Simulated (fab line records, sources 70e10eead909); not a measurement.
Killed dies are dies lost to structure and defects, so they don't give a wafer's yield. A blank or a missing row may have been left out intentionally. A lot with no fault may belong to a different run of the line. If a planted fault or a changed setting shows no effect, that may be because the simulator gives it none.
Which of the tools did it? ; flow nand_harc ; 10 lots with 30 wafers sampled at 9 steps, on a route of 1302 steps

## WHAT THE GAUGES SHOWED, per wafer
NHARC_A_ONON_D2_THK_MEAS_11: measures by ellipsometry. Usual: thk_nm reads 999 nm (standard deviation 9.7).
lot;measured;on;thk_nm (nm);flag
L789;day 13 20:31;film_metro-02;1006 1007 1006;
L791;day 14 01:22;film_metro-01;993 990 989;
L792;day 14 01:22;film_metro-02;993 992 993;
L793;day 14 19:44;film_metro-02;984 986 985;
L798;day 17 04:12;film_metro-02;1015 1015 1014;
L800;day 18 05:52;film_metro-01;995 996 995;
L802;day 18 12:39;film_metro-01;990 989 991;
L803;day 19 10:42;film_metro-02;1006 1006 1006;
L809;day 21 08:52;film_metro-01;1011 1013 1012;
L810;day 22 13:59;film_metro-02;1000 997 999;

NHARC_A_CHANNEL_HOLE_D2_CD_MEAS_10 targets a cd of 100 nm. Usual: cd_nm reads 99.8 nm (standard deviation 0.41).
lot;measured;on;cd_nm (nm);flag
L789;day 14 10:38;cd_sem-02;100.5 100.4 99.9;
L791;day 14 17:40;cd_sem-03;99.7 100.6 99.9;
L792;day 14 17:31;cd_sem-03;100.0 99.7 100.1;
L793;day 15 11:50;cd_sem-03;100.2 100.0 99.8;
L798;day 17 20:14;cd_sem-03;99.1 99.5 99.6;
L800;day 18 21:28;cd_sem-02;99.2 99.5 98.8;
L802;day 19 09:14;cd_sem-03;82.1 82.3 82.2;OFF
L803;day 20 03:31;cd_sem-02;85.9 84.6 85.8;OFF
L809;day 21 23:18;cd_sem-03;100.3 100.5 100.5;
L810;day 23 04:07;cd_sem-03;100.2 100.1 100.0;

NHARC_A_CHANNEL_HOLE_D2_CD_MEAS_18. Usual: cd_nm reads 99.2 nm (standard deviation 1.7).
lot;measured;on;cd_nm (nm);flag
L789;day 14 11:57;cd_sem-01;100.6 102.0 100.2;
L791;day 14 19:10;cd_sem-01;99.6 100.0 100.1;
L792;day 14 18:48;cd_sem-01;101.7 100.6 100.9;
L793;day 15 13:07;cd_sem-03;99.9 99.7 100.2;
L798;day 17 21:31;cd_sem-02;97.6 96.5 96.4;
L800;day 18 22:46;cd_sem-03;95.3 97.4 95.6;
L802;day 19 10:32;cd_sem-03;84.8 82.0 83.4;OFF
L803;day 20 04:48;cd_sem-02;84.8 85.3 87.3;OFF
L809;day 22 00:36;cd_sem-03;102.2 98.6 98.6;
L810;day 23 05:24;cd_sem-02;101.0 97.4 99.8;

NHARC_A_CHANNEL_HOLE_D2_CD_MEAS_31. Usual: cd_nm reads 89.6 nm (standard deviation 0.95).
lot;measured;on;cd_nm (nm);flag
L789;day 14 17:41;cd_sem-03;90.6 90.3 90.8;
L791;day 15 03:00;cd_sem-02;90.2 91.0 90.9;
L792;day 15 01:53;cd_sem-03;88.9 88.8 88.5;
L793;day 15 18:46;cd_sem-01;89.8 89.9 90.5;
L798;day 18 03:08;cd_sem-03;88.7 88.3 87.6;
L800;day 19 04:23;cd_sem-03;89.1 89.4 88.1;
L802;day 19 16:32;cd_sem-02;72.1 73.6 73.9;OFF
L803;day 20 10:52;cd_sem-01;75.4 74.7 75.4;OFF
L809;day 22 06:19;cd_sem-02;90.9 90.3 92.4;
L810;day 23 11:01;cd_sem-03;90.3 89.4 91.0;

NHARC_END_SORT_01. Usual: killed_at_array 44, standard deviation 16; killed_at_other 0.6, standard deviation 1.1; killed_at_periphery 3.9, standard deviation 2.6; killed_dies 48, standard deviation 16; killed_open 3.1, standard deviation 1.9; killed_short 2.4, standard deviation 1.8.
lot;measured;on;killed_at_array;killed_at_other;killed_at_periphery;killed_dies;killed_open;killed_short;flag
L802;day 30 08:06;prober-01;161 306 262;1 0 0;8 6 3;170 312 265;3 2 0;2 1 0;OFF
L803;day 31 01:42;prober-01;191 156 148;1 0 0;8 10 4;200 166 152;0 2 5;2 5 2;OFF

## WHICH TOOL RAN EACH LOT (tool, then ch and the chambers of the sampled wafers, then the start)
lot;NHARC_A_CHANNEL_HOLE_D2_PEB_08;NHARC_A_CHANNEL_HOLE_D2_ETCH_19;NHARC_A_CHANNEL_HOLE_D2_ETCH_21;NHARC_A_CHANNEL_HOLE_D2_XSEM_32
L789;litho_track-06 ch 0, day 14 10:34;har_etch-02 ch 0,1, day 14 12:02;har_etch-02 ch 0,1, day 14 12:32;xsem-02 ch 0, day 14 17:47
L791;litho_track-04 ch 0, day 14 17:35;har_etch-01 ch 0,1, day 14 21:20;har_etch-01 ch 0,1, day 14 21:49;xsem-01 ch 0, day 15 03:05
L792;litho_track-01 ch 0, day 14 17:26;har_etch-02 ch 0,1, day 14 20:21;har_etch-02 ch 0,1, day 14 20:47;xsem-02 ch 0, day 15 01:59
L793;litho_track-04 ch 0, day 15 11:45;har_etch-02 ch 0,1, day 15 13:14;har_etch-02 ch 0,1, day 15 13:46;xsem-02 ch 0, day 15 18:52
L798;litho_track-04 ch 0, day 17 20:09;har_etch-01 ch 0,1, day 17 21:37;har_etch-01 ch 0,1, day 17 22:05;xsem-01 ch 0, day 18 03:14
L800;litho_track-04 ch 0, day 18 21:23;har_etch-02 ch 0,1, day 18 22:53;har_etch-02 ch 0,1, day 18 23:22;xsem-01 ch 0, day 19 04:28
L802;litho_track-04 ch 0, day 19 09:09;har_etch-02 ch 0,1, day 19 11:02;har_etch-02 ch 0,1, day 19 11:27;xsem-01 ch 0, day 19 16:37
L803;litho_track-04 ch 0, day 20 03:26;har_etch-01 ch 0,1, day 20 04:53;har_etch-01 ch 0,1, day 20 05:22;xsem-01 ch 0, day 20 10:58
L809;litho_track-06 ch 0, day 21 23:13;har_etch-01 ch 0,1, day 22 00:44;har_etch-01 ch 0,1, day 22 01:10;xsem-01 ch 0, day 22 06:23
L810;litho_track-04 ch 0, day 23 04:02;har_etch-02 ch 0,1, day 23 05:28;har_etch-02 ch 0,1, day 23 05:54;xsem-02 ch 0, day 23 11:06
- NHARC_A_CHANNEL_HOLE_D2_PEB_08: peb time 65 s.
- NHARC_A_CHANNEL_HOLE_D2_ETCH_19: etches the open film in C4F8/O2/Ar, time 34.5 s.
- NHARC_A_CHANNEL_HOLE_D2_ETCH_21: etches the open film in C4F8/O2/Ar, time 514.3 s, target depth 1600 nm.
- NHARC_A_CHANNEL_HOLE_D2_XSEM_32

## AS READ BY THE TOOLS THEMSELVES (means over the sampled wafers that have a number; for cases with no such wafer, the mark the record gives instead)
NHARC_A_CHANNEL_HOLE_D2_PEB_08. Usual: heater_power_total_W reads 156.6 W (standard deviation 0.42).
lot;tool;heater_power_total_W (W);flag
L789;litho_track-06;156.2;
L791;litho_track-04;156.7;
L792;litho_track-01;156.5;
L793;litho_track-04;156.6;
L798;litho_track-04;156.3;
L800;litho_track-04;156.0;
L802;litho_track-04;212.7;OFF
L803;litho_track-04;212.7;OFF
L809;litho_track-06;157.0;
L810;litho_track-04;156.8;

NHARC_A_CHANNEL_HOLE_D2_ETCH_19. Usual: drypump_motor_current_A 5.89 A, standard deviation 0.16; mfc_ar_sccm 375.1 sccm, standard deviation 0.97; showerhead_plenum_p_Torr 3.70 Torr, standard deviation 0.16; throttle_valve_pct 37.037 %, standard deviation 0.0081.
lot;tool;drypump_motor_current_A (A);mfc_ar_sccm (sccm);showerhead_plenum_p_Torr (Torr);throttle_valve_pct (%);flag
L789;har_etch-02;5.70;374.8;3.78;37.045;
L791;har_etch-01;6.05;374.2;3.60;37.033;
L792;har_etch-02;5.70;375.0;3.78;37.039;
L793;har_etch-02;5.73;375.0;3.77;37.038;
L798;har_etch-01;6.06;375.4;3.57;37.053;
L800;har_etch-02;5.80;375.2;3.85;37.040;
L802;har_etch-02;5.79;375.8;3.85;37.035;
L803;har_etch-01;6.04;375.6;3.56;37.032;
L809;har_etch-01;6.04;375.7;3.54;37.033;
L810;har_etch-02;5.73;375.3;3.72;37.040;

NHARC_A_CHANNEL_HOLE_D2_ETCH_21. Usual: drypump_motor_current_A 5.89 A, standard deviation 0.16; mfc_ar_sccm 374.9 sccm, standard deviation 1.1; showerhead_plenum_p_Torr 3.66 Torr, standard deviation 0.15; throttle_valve_pct 32.156 %, standard deviation 0.0092.
lot;tool;drypump_motor_current_A (A);mfc_ar_sccm (sccm);showerhead_plenum_p_Torr (Torr);throttle_valve_pct (%);flag
L789;har_etch-02;5.71;375.5;3.74;32.153;
L791;har_etch-01;6.05;375.3;3.56;32.158;
L792;har_etch-02;5.74;375.1;3.74;32.146;
L793;har_etch-02;5.71;375.2;3.73;32.162;
L798;har_etch-01;6.03;373.4;3.54;32.160;
L800;har_etch-02;5.81;375.6;3.80;32.156;
L802;har_etch-02;5.77;373.6;3.80;32.159;
L803;har_etch-01;6.04;374.0;3.52;32.149;
L809;har_etch-01;6.05;375.6;3.51;32.156;
L810;har_etch-02;5.71;375.0;3.68;32.152;

NHARC_A_CHANNEL_HOLE_D2_XSEM_32. Usual: bot_cd_nm 74.0 nm, standard deviation 1; bow_nm 8.7 nm, standard deviation 0.34; tilt_deg 0.074 degrees, standard deviation 0.03.
lot;tool;bot_cd_nm (nm);bow_nm (nm);tilt_deg (degrees);flag
L789;xsem-02;75.0;8.3;0.063;
L791;xsem-01;75.6;8.3;0.092;
L792;xsem-02;73.2;8.1;0.051;
L793;xsem-02;74.2;8.9;0.028;
L798;xsem-01;73.8;8.9;0.032;
L800;xsem-01;72.9;8.4;0.054;
L802;xsem-01;57.9;8.1;0.118;OFF
L803;xsem-01;59.5;9.3;0.098;OFF
L809;xsem-01;75.7;9.1;0.042;
L810;xsem-02;74.0;9.0;0.019;

## THE ANSWER, worked out from the rows above alone
Rule: take the mean of a lot's wafers that have a number; if it is more than 3 standard deviations from the usual mean, the lot is off. Also off: a lot with no number at a reading for which 4 or more lots have one. Where the step has rows for the other lots, those lots are counted as sound. After the gauges, taken in route order, come the tools' own readings; for these a lot's mean is taken, as printed above. The first step at which some lot is off is used, and at that step the reading that is off furthest; a lot without a number counts as furthest.
Off, at NHARC_A_CHANNEL_HOLE_D2_CD_MEAS_10 on cd_nm: L802, L803.
A tool fits if, at a process step before that reading, it ran every lot that is off, and no sound lot after the first of them. The gauges at NHARC_A_CHANNEL_HOLE_D2_CD_MEAS_10 aren't tried: what is off there is off at NHARC_END_SORT_01 too, on other tools, and a gauge's error can't cause that. No candidate that was tried fits.

## WHAT THE SIMULATOR HAD PUT IN
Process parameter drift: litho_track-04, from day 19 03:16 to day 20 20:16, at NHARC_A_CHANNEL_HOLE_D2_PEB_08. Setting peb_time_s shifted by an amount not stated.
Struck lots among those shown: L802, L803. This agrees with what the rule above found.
